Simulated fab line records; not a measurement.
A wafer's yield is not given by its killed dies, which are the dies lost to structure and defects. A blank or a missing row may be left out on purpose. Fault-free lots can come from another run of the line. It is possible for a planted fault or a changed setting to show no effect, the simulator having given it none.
Which tool was responsible? | flow n5Finfet | Sampling: 24 lots, 72 wafers, 5 of 1938 route steps

WHAT EACH GAUGE READ, for each wafer
N5_BEOL_M12_THK_MEAS_50: measures by xrf. Usual: M12_THK 322 nm, standard deviation 6.6.
lot  | measured     | on           | M12_THK (nm) | flag
L074 | day 10 17:08 | filmMetro-01 | 318 324 325  | 
L077 | day 11 09:26 | filmMetro-02 | 326 313 319  | 
L075 | day 11 10:51 | filmMetro-01 | 329 312 322  | 
L078 | day 11 17:39 | filmMetro-01 | 316 322 319  | 
L076 | day 11 18:11 | filmMetro-01 | 323 322 310  | 
L081 | day 12 00:59 | filmMetro-02 | 320 318 330  | 
L079 | day 12 04:43 | filmMetro-02 | 328 328 315  | 
L080 | day 12 13:03 | filmMetro-01 | 320 311 321  | 
L082 | day 12 18:29 | filmMetro-02 | 322 316 326  | 
L083 | day 13 05:34 | filmMetro-02 | 317 319 333  | 
L084 | day 13 22:05 | filmMetro-01 | 313 313 331  | 
L088 | day 14 03:17 | filmMetro-02 | 316 306 317  | 
L085 | day 14 03:23 | filmMetro-01 | 325 321 328  | 
L086 | day 14 10:19 | filmMetro-01 | 327 332 317  | 
L087 | day 14 17:40 | filmMetro-01 | 330 321 327  | 
L089 | day 15 03:39 | filmMetro-01 | 328 323 337  | 
L090 | day 15 03:46 | filmMetro-01 | 314 312 324  | 
L092 | day 15 03:55 | filmMetro-01 | 335 325 322  | 
L091 | day 15 04:02 | filmMetro-01 | 330 320 327  | 
L093 | day 15 15:27 | filmMetro-02 | 312 322 324  | 
L097 | day 16 11:24 | filmMetro-01 | 325 318 312  | 
L095 | day 16 11:48 | filmMetro-01 | 318 316 317  | 
L094 | day 16 13:04 | filmMetro-01 | 331 329 315  | 
L096 | day 16 13:19 | filmMetro-01 | 325 327 319  | 

N5_BEOL_M13_THK_MEAS_01. Usual: M13_ILD_THK 838 nm, standard deviation 11.
lot  | measured     | on           | M13_ILD_THK (nm) | flag
L074 | day 10 17:29 | filmMetro-01 | 820 827 833      | 
L077 | day 11 09:46 | filmMetro-02 | 842 830 846      | 
L075 | day 11 11:13 | filmMetro-02 | 826 846 851      | 
L078 | day 11 17:59 | filmMetro-02 | 818 829 854      | 
L076 | day 11 18:34 | filmMetro-01 | 845 838 840      | 
L081 | day 12 01:20 | filmMetro-02 | 835 837 875      | 
L079 | day 12 05:04 | filmMetro-01 | 825 837 830      | 
L080 | day 12 13:23 | filmMetro-01 | 850 864 854      | 
L082 | day 12 18:50 | filmMetro-01 | 833 850 844      | 
L083 | day 13 05:58 | filmMetro-01 | 836 857 858      | 
L084 | day 13 22:26 | filmMetro-01 | 834 831 850      | 
L088 | day 14 03:37 | filmMetro-01 | 847 854 839      | 
L085 | day 14 03:44 | filmMetro-02 | 840 843 855      | 
L086 | day 14 10:39 | filmMetro-01 | 844 841 851      | 
L087 | day 14 18:01 | filmMetro-02 | 831 844 852      | 
L089 | day 15 04:04 | filmMetro-01 | 832 825 843      | 
L090 | day 15 04:10 | filmMetro-01 | 839 846 844      | 
L092 | day 15 04:16 | filmMetro-02 | 840 824 842      | 
L091 | day 15 04:26 | filmMetro-01 | 831 842 832      | 
L093 | day 15 15:47 | filmMetro-02 | 840 850 847      | 
L097 | day 16 11:45 | filmMetro-02 | 828 836 828      | 
L095 | day 16 12:08 | filmMetro-02 | 836 836 846      | 
L094 | day 16 13:24 | filmMetro-01 | 835 842 839      | 
L096 | day 16 13:39 | filmMetro-01 | 831 824 843      | 

N5_BEOL_M14_OVL_MEAS_11. Usual: V13_OVL -2 nm, standard deviation 5.5.
lot  | measured     | on         | V13_OVL (nm) | flag
L074 | day 10 23:07 | overlay-01 | -6 2 -11     | 
L077 | day 11 16:20 | overlay-02 | -1 -1 -9     | 
L075 | day 11 16:56 | overlay-01 | -11 -16 -7   | 
L078 | day 12 00:04 | overlay-02 | 8 8 5        | 
L076 | day 12 00:14 | overlay-01 | -1 6 -2      | 
L081 | day 12 08:14 | overlay-01 | 3 -9 4       | 
L079 | day 12 14:23 | overlay-02 | -2 6 1       | 
L080 | day 13 01:16 | overlay-01 | 5 2 -1       | 
L082 | day 13 01:05 | overlay-01 | -13 -19 2    | 
L083 | day 13 11:40 | overlay-01 | 1 6 1        | 
L084 | day 14 04:28 | overlay-01 | -3 6 3       | 
L088 | day 14 09:19 | overlay-02 | -1 1 5       | 
L085 | day 14 10:42 | overlay-01 | -1 5 -1      | 
L086 | day 14 18:34 | overlay-01 | 2 -2 3       | 
L087 | day 14 23:37 | overlay-02 | -5 -3 0      | 
L089 | day 15 14:22 | overlay-01 | -2 4 5       | 
L090 | day 15 14:32 | overlay-02 | -10 -5 -1    | 
L092 | day 15 14:41 | overlay-02 | -7 -5 -7     | 
L091 | day 15 14:47 | overlay-02 | -6 -3 -2     | 
L093 | day 15 20:43 | overlay-01 | -11 -12 -4   | 
L097 | day 16 18:37 | overlay-01 | -8 -2 -4     | 
L095 | day 16 22:06 | overlay-01 | 1 -4 2       | 
L094 | day 16 22:32 | overlay-02 | 1 -1 4       | 
L096 | day 16 23:00 | overlay-01 | 5 6 -2       | 

N5_BEOL_M14_INSPECT_30: inspects for defects (macro). Usual: rawDefectCount 2.0, standard deviation 1.4.
lot  | measured     | on               | rawDefectCount | flag
L074 | day 11 00:07 | defectInspect-02 | 2 1 1          | 
L077 | day 11 17:29 | defectInspect-02 | 2 3 0          | 
L075 | day 11 18:08 | defectInspect-02 | 0 1 2          | 
L078 | day 12 00:56 | defectInspect-02 | 1 2 4          | 
L076 | day 12 01:07 | defectInspect-02 | 2 2 3          | 
L081 | day 12 09:06 | defectInspect-01 | 1 1 2          | 
L079 | day 12 15:24 | defectInspect-02 | 2 2 2          | 
L080 | day 13 02:16 | defectInspect-02 | 3 2 0          | 
L082 | day 13 01:58 | defectInspect-01 | 2 1 2          | 
L083 | day 13 12:39 | defectInspect-01 | 1 2 2          | 
L084 | day 14 05:43 | defectInspect-02 | 3 2 2          | 
L088 | day 14 10:32 | defectInspect-01 | 1 2 1          | 
L085 | day 14 11:46 | defectInspect-01 | 2 1 2          | 
L086 | day 14 19:57 | defectInspect-02 | 6 1 1          | 
L087 | day 15 00:29 | defectInspect-02 | 1 1 2          | 
L089 | day 15 15:36 | defectInspect-01 | 1 0 1          | 
L090 | day 15 15:46 | defectInspect-02 | 3 0 1          | 
L092 | day 15 16:01 | defectInspect-02 | 2 2 1          | 
L091 | day 15 16:10 | defectInspect-01 | 3 1 1          | 
L093 | day 15 21:35 | defectInspect-02 | 2 3 0          | 
L097 | day 16 19:37 | defectInspect-01 | 1 2 2          | 
L095 | day 16 22:59 | defectInspect-02 | 2 1 2          | 
L094 | day 16 23:24 | defectInspect-01 | 4 1 6          | 
L096 | day 16 23:52 | defectInspect-01 | 3 4 1          | 

WHICH TOOL RAN EACH LOT (tool, then ch and the chambers of the sampled wafers, then the start)
lot  | N5_BEOL_M13_SPUTTER_44
L074 | pvdSputter-03, day 10 21:17
L077 | pvdSputter-02, day 11 14:01
L075 | pvdSputter-03, day 11 14:08
L078 | pvdSputter-03, day 11 20:40
L076 | pvdSputter-01, day 11 21:01
L081 | pvdSputter-01, day 12 06:26
L079 | pvdSputter-03, day 12 12:32
L080 | pvdSputter-02, day 12 23:26
L082 | pvdSputter-03, day 12 23:17
L083 | pvdSputter-03, day 13 09:50
L084 | pvdSputter-01, day 14 02:40
L088 | pvdSputter-01, day 14 07:31
L085 | pvdSputter-02, day 14 08:34
L086 | pvdSputter-02, day 14 16:40
L087 | pvdSputter-01, day 14 21:54
L089 | pvdSputter-03, day 15 09:56
L090 | pvdSputter-01, day 15 10:00
L092 | pvdSputter-03, day 15 10:28
L091 | pvdSputter-01, day 15 10:29
L093 | pvdSputter-03, day 15 18:40
L097 | pvdSputter-03, day 16 16:49
L095 | pvdSputter-03, day 16 20:25
L094 | pvdSputter-02, day 16 20:52
L096 | pvdSputter-03, day 16 21:00
- N5_BEOL_M13_SPUTTER_44: material Ta, target thk 10 nm, time 16.13 s.

AS READ BY THE TOOLS THEMSELVES (means over the sampled wafers that have a number; for cases with no such wafer, the mark the record gives instead)
N5_BEOL_M13_SPUTTER_44. Usual: susceptorTempC 49.99 C, standard deviation 0.11; throttleValvePct 29.6 %, standard deviation 1.
lot  | tool          | susceptorTempC (C) | throttleValvePct (%) | flag
L074 | pvdSputter-03 | 49.92              | 29.9                 | 
L077 | pvdSputter-02 | 49.91              | 29.9                 | 
L075 | pvdSputter-03 | 49.93              | 28.3                 | 
L078 | pvdSputter-03 | 49.86              | 29.8                 | 
L076 | pvdSputter-01 | 49.95              | 30.5                 | 
L081 | pvdSputter-01 | 49.96              | 30.9                 | 
L079 | pvdSputter-03 | 49.94              | 28.7                 | 
L080 | pvdSputter-02 | 50.06              | 29.6                 | 
L082 | pvdSputter-03 | 50.01              | 29.5                 | 
L083 | pvdSputter-03 | 49.96              | 29.1                 | 
L084 | pvdSputter-01 | 50.04              | 30.7                 | 
L088 | pvdSputter-01 | 50.08              | 31.3                 | 
L085 | pvdSputter-02 | 49.95              | 29.7                 | 
L086 | pvdSputter-02 | 49.95              | 29.8                 | 
L087 | pvdSputter-01 | 49.85              | 30.1                 | 
L089 | pvdSputter-03 | 49.90              | 29.5                 | 
L090 | pvdSputter-01 | 50.06              | 30.3                 | 
L092 | pvdSputter-03 | 49.90              | 29.8                 | 
L091 | pvdSputter-01 | 50.07              | 29.7                 | 
L093 | pvdSputter-03 | 50.00              | 28.4                 | 
L097 | pvdSputter-03 | 49.94              | 28.9                 | 
L095 | pvdSputter-03 | 50.07              | 29.3                 | 
L094 | pvdSputter-02 | 49.98              | 30.0                 | 
L096 | pvdSputter-03 | 50.01              | 29.5                 | 

THE ANSWER, worked out from the rows above alone
Rule: lot off if the mean of its wafers having a number is beyond 3 standard deviations from the usual mean. A lot without any number at a reading at which 4 lots or more have one is off too. The other lots that the step has rows for count as sound. The gauges are gone through in route order, then the tools' own readings, and for those a lot's mean is taken as printed above. The first step at which some lot is off is used, and at that step the reading that is off furthest; a lot without a number counts as furthest.
None of the lots is off at any reading shown; this tells nothing.

WHAT WAS PUT IN BY THE SIMULATOR
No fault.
